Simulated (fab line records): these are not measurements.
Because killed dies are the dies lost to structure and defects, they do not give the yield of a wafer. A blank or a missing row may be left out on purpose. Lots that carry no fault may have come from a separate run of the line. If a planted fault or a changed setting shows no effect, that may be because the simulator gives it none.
A lot that was struck, set against a sound lot	flow nand harc	18 steps out of a route of 1302
Sound: the wafers L485.1, L485.3, L485.6. The struck wafers were L491.1, L491.4, L491.5. The cause is named last.
Each step with rows lists, per side, the tool, then ch with its chambers, then its first start. Under that, the readings that differ: sound wafers	struck wafers	difference of the means	sigmas: that difference in standard deviations of wafers without a fault.
alike: words and numbers the same on both sides, and readings whose means are apart by under 2 such deviations; not compared: readings that were withheld, readings missing a value for some wafer, numbers with overlapping values and no deviation given by the record, and bounds like >300 which may hide the same value.
Wherever a step has rows on one side only, a row that says differs or no value, or a row with sigmas, the two part there. Non-overlapping numbers with no deviation appear without sigmas and do not part them. Lack of a reading on every wafer of one side parts them only where that side has two or more wafers.

NHARC_P_ZERO_WELL_CD_MEAS_24: target cd 720 nm.
  sound on cd sem-03 ch 0, day 4 00:22; struck on cd sem-01 ch 0, day 6 14:59
  alike: cd nm
then, 1 step without rows for these wafers: NHARC_P_ZERO_WELL_HARDBAKE_25 (time 80 s).
NHARC_P_ZERO_WELL_DESCUM_26: chemistry O2, time 3 s.
  sound on rie diel-08 ch 0,3, day 4 00:31; struck on rie diel-08 ch 1,2, day 6 15:22
  alike: drypump motor current A, o2 flow sccm, oes product au, rf vpp V, showerhead plenum p Torr, throttle valve pct
  not compared: rf hours counter h
then, 9 steps without rows for these wafers: NHARC_P_ZERO_WELL_IMPLANT_27; NHARC_P_ZERO_WELL_IMPLANT_57; NHARC_P_ZERO_WELL_IMPLANT_58; NHARC_P_ZERO_WELL_STRIP_28 (strips in SPM, time 840 s); NHARC_P_ZERO_WELL_DEHYDRATE_29 (time 120 s); NHARC_P_ZERO_WELL_HMDS_30 (time 30 s); NHARC_P_ZERO_WELL_COAT_31; NHARC_P_ZERO_WELL_SOFTBAKE_32 (time 95 s); NHARC_P_ZERO_WELL_EBR_33.
NHARC_P_ZERO_WELL_EXPOSE_34: exposes mask P PWELL, target cd 720 nm.
  sound on krf scanner-02 ch 0, day 4 01:53; struck on krf scanner-04 ch 0, day 6 16:41
reading	sound	struck	difference	sigmas
mask	P_PWELL#0 P_PWELL#0 P_PWELL#0	P_NWELL#0 P_NWELL#0 P_NWELL#0	differs	
then, 2 steps without rows for these wafers: NHARC_P_ZERO_WELL_PEB_35 (peb time 85 s); NHARC_P_ZERO_WELL_DEVELOP_36 (time 70 s).
NHARC_P_ZERO_WELL_CD_MEAS_37: target cd 720 nm.
  sound on cd sem-03 ch 0, day 4 02:03; struck on cd sem-02 ch 0, day 6 16:50
reading	sound	struck	difference	sigmas
cd nm (nm)	717.2 722.9 717.3	- - -	no value on the struck wafers	
then, 1 step without rows for these wafers: NHARC_P_ZERO_WELL_HARDBAKE_38 (time 80 s).
-- jump in the record: it breaks off in module P_ZERO_WELL and resumes in module END (first step shown: number 1302 of the route), and 23 days separate the struck wafers' starts before and after --
NHARC_END_SORT_01:
  only the struck wafers appear in the record here, on prober-01 ch 0 at day 29 11:13; the sound ones have no rows

WHERE THEY PART
Earliest at NHARC_P_ZERO_WELL_EXPOSE_34; latest, in this record, at NHARC_END_SORT_01.

WHY: whatever the simulator had introduced
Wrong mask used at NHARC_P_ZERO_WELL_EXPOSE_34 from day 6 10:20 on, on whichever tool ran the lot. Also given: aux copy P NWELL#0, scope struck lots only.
